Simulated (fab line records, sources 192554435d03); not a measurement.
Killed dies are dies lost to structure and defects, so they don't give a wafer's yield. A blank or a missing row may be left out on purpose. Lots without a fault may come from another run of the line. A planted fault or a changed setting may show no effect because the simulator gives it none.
Chamber matching | flow n5_finfet | N5_PASSIVATION_PASS_ETCH_74 on rie_diel-03: 4 sister chambers
The step etches SiNx in CF4/O2, target depth 220 nm, time 110 s. 16 wafers are shown with their chamber, then 8 later ones without.

WAFERS WITH THEIR CHAMBER
wafer  | chamber | showerhead_plenum_p_Torr (Torr) | rf_vpp_V (V) | oes_product_au (a.u.)
L074.3 | 3       | 2.18                            | 236          | 0.93
L074.5 | 3       | 2.18                            | 236          | 0.94
L074.6 | 0       | 2.16                            | 239          | 0.87
L075.1 | 3       | 2.18                            | 237          | 0.92
L075.3 | 1       | 2.31                            | 256          | 0.77
L075.5 | 3       | 2.18                            | 236          | 0.91
L085.3 | 2       | 2.31                            | 243          | 0.81
L085.4 | 2       | 2.31                            | 242          | 0.82
L085.6 | 1       | 2.31                            | 255          | 0.77
L086.1 | 2       | 2.31                            | 244          | 0.82
L086.5 | 1       | 2.31                            | 254          | 0.77
L086.6 | 0       | 2.16                            | 240          | 0.87
L090.3 | 3       | 2.18                            | 235          | 0.90
L090.5 | 3       | 2.18                            | 236          | 0.90
L090.6 | 2       | 2.30                            | 244          | 0.81
L093.1 | 1       | 2.30                            | 254          | 0.75

SIGNATURES (means of the wafers above)
reading                  | chamber 0 | chamber 1 | chamber 2 | chamber 3 | scatter within a chamber
showerhead_plenum_p_Torr | 2.1600    | 2.3075    | 2.3075    | 2.1800    | 0.00354
rf_vpp_V                 | 239.50    | 254.75    | 243.25    | 236.00    | 0.816
oes_product_au           | 0.8700    | 0.7650    | 0.8150    | 0.9167    | 0.012
Rule: a wafer's distance from a chamber is the root of the sum, over the readings, of the square of ((its reading less the chamber's mean) divided by the reading's scatter). The wafer belongs to the nearest chamber; if the next one is less than 2 further off, it can't be placed. The scatter: the root of (the sum of the squares of (reading less its chamber's mean) over the shown wafers, divided by (wafers less chambers)).

WAFERS WITHOUT THEIR CHAMBER
wafer  | showerhead_plenum_p_Torr (Torr) | rf_vpp_V (V) | oes_product_au (a.u.)
L093.3 | 2.15                            | 239          | 0.84
L093.4 | 2.30                            | 243          | 0.80
L091.1 | 2.15                            | 240          | 0.85
L091.3 | 2.30                            | 255          | 0.76
L091.5 | 2.30                            | 243          | 0.80
L097.3 | 2.17                            | 237          | 0.86
L097.5 | 2.15                            | 239          | 0.84
L097.6 | 2.30                            | 255          | 0.75

WHICH CHAMBER EACH WENT THROUGH
wafer  | from the rows above     | in truth
L093.3 | 0                       | 0
L093.4 | 2                       | 2
L091.1 | 0                       | 0
L091.3 | 1                       | 1
L091.5 | 2                       | 2
L097.3 | can't be placed: 0 or 3 | 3
L097.5 | 0                       | 0
L097.6 | 1                       | 1
Placed correctly: 7 of 8. Can't be placed from these rows: 1 (the true chamber is among the candidates in 1). Placed wrongly: 0.
